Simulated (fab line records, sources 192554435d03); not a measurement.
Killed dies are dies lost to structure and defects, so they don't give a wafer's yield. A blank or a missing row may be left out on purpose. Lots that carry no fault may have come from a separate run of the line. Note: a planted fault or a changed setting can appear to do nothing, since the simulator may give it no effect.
Chamber matching :: flow n5_finfet :: N5_BEOL_M5_ILD_DEP_00 on pecvd-02: 3 sister chambers
The step deposits SiCOH lowk from DEMS/porogen, target thk 140.64 nm, time 25.9 s. 22 wafers are shown with their chamber, then 11 later ones without.

WAFERS, EACH WITH ITS CHAMBER
wafer: L075.2
chamber: 0
showerhead_vpp_V (V): 1269
rf_fwd_power_W (W): 494.9
throttle_valve_pct (%): 13.6

wafer: L075.3
chamber: 1
showerhead_vpp_V (V): 1307
rf_fwd_power_W (W): 493.5
throttle_valve_pct (%): 13.1

wafer: L075.5
chamber: 0
showerhead_vpp_V (V): 1262
rf_fwd_power_W (W): 495.6
throttle_valve_pct (%): 13.3

wafer: L074.2
chamber: 0
showerhead_vpp_V (V): 1281
rf_fwd_power_W (W): 497.8
throttle_valve_pct (%): 13.6

wafer: L074.5
chamber: 1
showerhead_vpp_V (V): 1316
rf_fwd_power_W (W): 493.6
throttle_valve_pct (%): 13.2

wafer: L074.6
chamber: 0
showerhead_vpp_V (V): 1260
rf_fwd_power_W (W): 498.1
throttle_valve_pct (%): 13.2

wafer: L077.1
chamber: 1
showerhead_vpp_V (V): 1324
rf_fwd_power_W (W): 493.6
throttle_valve_pct (%): 13.2

wafer: L077.2
chamber: 0
showerhead_vpp_V (V): 1280
rf_fwd_power_W (W): 498.8
throttle_valve_pct (%): 13.5

wafer: L077.5
chamber: 0
showerhead_vpp_V (V): 1254
rf_fwd_power_W (W): 493.9
throttle_valve_pct (%): 13.2

wafer: L081.2
chamber: 1
showerhead_vpp_V (V): 1309
rf_fwd_power_W (W): 492.8
throttle_valve_pct (%): 13.3

wafer: L081.5
chamber: 2
showerhead_vpp_V (V): 1313
rf_fwd_power_W (W): 492.3
throttle_valve_pct (%): 13.4

wafer: L081.6
chamber: 1
showerhead_vpp_V (V): 1322
rf_fwd_power_W (W): 491.6
throttle_valve_pct (%): 13.0

wafer: L079.2
chamber: 2
showerhead_vpp_V (V): 1287
rf_fwd_power_W (W): 492.7
throttle_valve_pct (%): 13.5

wafer: L079.3
chamber: 0
showerhead_vpp_V (V): 1293
rf_fwd_power_W (W): 496.6
throttle_valve_pct (%): 13.1

wafer: L079.4
chamber: 2
showerhead_vpp_V (V): 1307
rf_fwd_power_W (W): 491.0
throttle_valve_pct (%): 13.7

wafer: L084.1
chamber: 2
showerhead_vpp_V (V): 1316
rf_fwd_power_W (W): 494.1
throttle_valve_pct (%): 13.7

wafer: L084.3
chamber: 1
showerhead_vpp_V (V): 1305
rf_fwd_power_W (W): 493.3
throttle_valve_pct (%): 12.8

wafer: L084.6
chamber: 2
showerhead_vpp_V (V): 1302
rf_fwd_power_W (W): 491.4
throttle_valve_pct (%): 13.4

wafer: L085.1
chamber: 0
showerhead_vpp_V (V): 1270
rf_fwd_power_W (W): 495.6
throttle_valve_pct (%): 13.3

wafer: L085.3
chamber: 2
showerhead_vpp_V (V): 1280
rf_fwd_power_W (W): 492.1
throttle_valve_pct (%): 13.6

wafer: L085.6
chamber: 2
showerhead_vpp_V (V): 1313
rf_fwd_power_W (W): 491.1
throttle_valve_pct (%): 13.7

wafer: L086.3
chamber: 1
showerhead_vpp_V (V): 1320
rf_fwd_power_W (W): 493.1
throttle_valve_pct (%): 13.0

SIGNATURES (averages over the wafers above)
reading: showerhead_vpp_V
chamber 0: 1271.12
chamber 1: 1314.71
chamber 2: 1302.57
scatter within a chamber: 11.9

reading: rf_fwd_power_W
chamber 0: 496.413
chamber 1: 493.071
chamber 2: 492.100
scatter within a chamber: 1.27

reading: throttle_valve_pct
chamber 0: 13.350
chamber 1: 13.086
chamber 2: 13.571
scatter within a chamber: 0.169
Rule: for a wafer and a chamber, the distance is found by dividing, reading by reading, the gap between the wafer's reading and the chamber's mean by the reading's scatter, squaring, summing and taking the root. The wafer belongs to the nearest chamber; if the next one is less than 2 further off, it can't be placed. The scatter: the root of (the sum of the squares of (reading less its chamber's mean) over the shown wafers, divided by (wafers less chambers)).

WAFERS WITHOUT THEIR CHAMBER
wafer: L086.4
showerhead_vpp_V (V): 1308
rf_fwd_power_W (W): 489.5
throttle_valve_pct (%): 13.0

wafer: L086.5
showerhead_vpp_V (V): 1273
rf_fwd_power_W (W): 500.1
throttle_valve_pct (%): 13.5

wafer: L090.2
showerhead_vpp_V (V): 1305
rf_fwd_power_W (W): 491.9
throttle_valve_pct (%): 13.2

wafer: L090.4
showerhead_vpp_V (V): 1300
rf_fwd_power_W (W): 494.3
throttle_valve_pct (%): 13.5

wafer: L090.6
showerhead_vpp_V (V): 1346
rf_fwd_power_W (W): 492.8
throttle_valve_pct (%): 13.1

wafer: L093.2
showerhead_vpp_V (V): 1301
rf_fwd_power_W (W): 493.9
throttle_valve_pct (%): 13.2

wafer: L093.4
showerhead_vpp_V (V): 1336
rf_fwd_power_W (W): 490.0
throttle_valve_pct (%): 13.6

wafer: L093.5
showerhead_vpp_V (V): 1263
rf_fwd_power_W (W): 493.1
throttle_valve_pct (%): 13.2

wafer: L095.1
showerhead_vpp_V (V): 1308
rf_fwd_power_W (W): 489.6
throttle_valve_pct (%): 13.6

wafer: L095.4
showerhead_vpp_V (V): 1268
rf_fwd_power_W (W): 497.6
throttle_valve_pct (%): 13.4

wafer: L095.5
showerhead_vpp_V (V): 1297
rf_fwd_power_W (W): 492.2
throttle_valve_pct (%): 13.4

THE CHAMBER EACH PASSED THROUGH
wafer: L086.4
from the rows above: can't be placed: 1 or 2
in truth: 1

wafer: L086.5
from the rows above: 0
in truth: 0

wafer: L090.2
from the rows above: can't be placed: 1 or 2
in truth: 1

wafer: L090.4
from the rows above: can't be placed: 2 or 1 or 0
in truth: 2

wafer: L090.6
from the rows above: can't be placed: 1 or 2
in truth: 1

wafer: L093.2
from the rows above: can't be placed: 1 or 2 or 0
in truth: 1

wafer: L093.4
from the rows above: can't be placed: 2 or 1
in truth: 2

wafer: L093.5
from the rows above: can't be placed: 0 or 2 or 1
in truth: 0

wafer: L095.1
from the rows above: 2
in truth: 2

wafer: L095.4
from the rows above: 0
in truth: 0

wafer: L095.5
from the rows above: can't be placed: 2 or 1
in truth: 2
Placed correctly: 3 of 11. From these rows, 8 cannot be placed; in 8 the true chamber is one of the candidates. Placed wrongly: 0.
